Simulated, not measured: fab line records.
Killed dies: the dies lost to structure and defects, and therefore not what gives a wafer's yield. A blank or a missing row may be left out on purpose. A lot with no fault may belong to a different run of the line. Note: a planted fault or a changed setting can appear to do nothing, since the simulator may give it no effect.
8D (eight disciplines) problem report, filled in by code | flow n5 finfet | the parts of the form that need people (team, actions taken, sign-off) are left out

== 1. THE PROBLEM ==
Mean M15_RS at N5_BEOL_M15_RS_MEAS_54: 32.6293 ohm/sq over 6 wafers in 2 lots; fault-free wafers: 0.0216 ohm/sq, standard deviation 0.00035. That is +99 or more standard deviations from the usual mean.
The step: measures by four-point-probe.
The first sign was on wafer L912.1 at day 16 00:50, on film metro-02. Wafers with a number at this step in the record: 30, from 10 lots. Rule for "out", or "out of limits": more than 4 standard deviations from the usual mean. Any other wafer with a number is counted as sound.

== 2. WHAT IT IS, WHAT IT ISN'T ==
question                    | is                     | is not
which readings at this step | M15_RS                 | -
which lots                  | L912, L913             | L897, L901, L902, L905, L906, L907, L918, L919
which wafers of those lots  | all that have a number | -
read on which gauges        | film metro-02          | film metro-01
when                        | from day 16 00:50      | up to then (18 sound wafers); but 6 sound wafers of L918, L919 came after

== 3. THE SUSPECTS, EACH WITH WHAT RULES IT OUT ==
Counting: a tool at a process step up to the reading stays a suspect if it ran every lot that is out and no sound lot after the first of them.
- the gauge at N5_BEOL_M15_RS_MEAS_54 is ruled out. All the wafers that are out were read on film metro-02, but those of them that N5_PASSIVATION_PROBE_49 has rows for are out there too, on other tools.
- ecd cu-01 at N5_BEOL_M15_ECD_47 (material Cu, target thk 1860 nm): kept. It ran every lot that is out, first L912 (day 15 23:38), and no sound lot after that; its last sound lot up to then is L907 (day 14 10:44).
- rtp anneal-01 at N5_BEOL_M15_ANNEAL_48 (time 90 s): ruled out as a lasting fault. Following L912 (day 16 00:05), the first lot on it that is out, the sound lots L919 were run on it.
Remaining after the count: ecd cu-01 at N5_BEOL_M15_ECD_47.

== 4. THE CAUSE (what the simulator had put in) ==
Entire step skipped (ecd cu-01, N5_BEOL_M15_ECD_47), from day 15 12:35 onward. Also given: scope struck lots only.
The count eliminated every tool but this one.

== 5. THE EFFECT CHAIN, in route order ==
One row per reading whose mean, taken over the struck wafers that have a number, lies over 3 standard deviations from the usual. Only readings for which the record gives a usual standard deviation are gone through. hours: the time from each lot's start at the first step in this table that gives one to its start at this step, as a median over the lots. sigmas: the change in usual standard deviations.
hours | step                    | reading              | usual         | on struck wafers | change   | sigmas
0     | N5_BEOL_M15_RS_MEAS_54  | M15_RS               | 0.0216 ohm/sq | 32.6293          | +32.6077 | +99 or more
17    | N5_PASSIVATION_PROBE_49 | defect limited yield | 91.5 %        | 0.0              | -91.5    | -65
17    | N5_PASSIVATION_PROBE_49 | killed_at_M4_up      | 13            | 1087             | +1074    | +99 or more
17    | N5_PASSIVATION_PROBE_49 | killed dies          | 100           | 1180             | +1080    | +68
17    | N5_PASSIVATION_PROBE_49 | killed on rim        | 13            | 152              | +139     | +35
17    | N5_PASSIVATION_PROBE_49 | sort_bin_5_function  | 5.0 %         | 96.5             | +91.5    | +94
17    | N5_PASSIVATION_PROBE_49 | sort n pass          | 1080          | 0                | -1080    | -68
17    | N5_PASSIVATION_PROBE_49 | sort yield pct       | 91.5 %        | 0.0              | -91.5    | -65
Process steps it contains:
- N5_PASSIVATION_PROBE_49
Readings that are blank on the struck wafers while sound wafers have them: M15_THK at N5_BEOL_M15_THK_MEAS_50.

== 6. WHAT WOULD HAVE CAUGHT IT SOONER ==
12 hours passed between the start of the fault at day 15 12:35 and the first reading out of limits at a measuring or inspecting step in this record, taken at day 16 00:50.
Between N5_BEOL_M15_ECD_47 and N5_BEOL_M15_RS_MEAS_54, N5_BEOL_M15_THK_MEAS_50 gave no M15_THK on the struck wafers, where sound wafers have one: a measuring or inspecting step that comes back empty is itself a sign.
All the lots that are out (2) had begun N5_BEOL_M15_ECD_47 on ecd cu-01 by day 16 00:50. Had the tool been put on hold then, not one of them would have been saved.
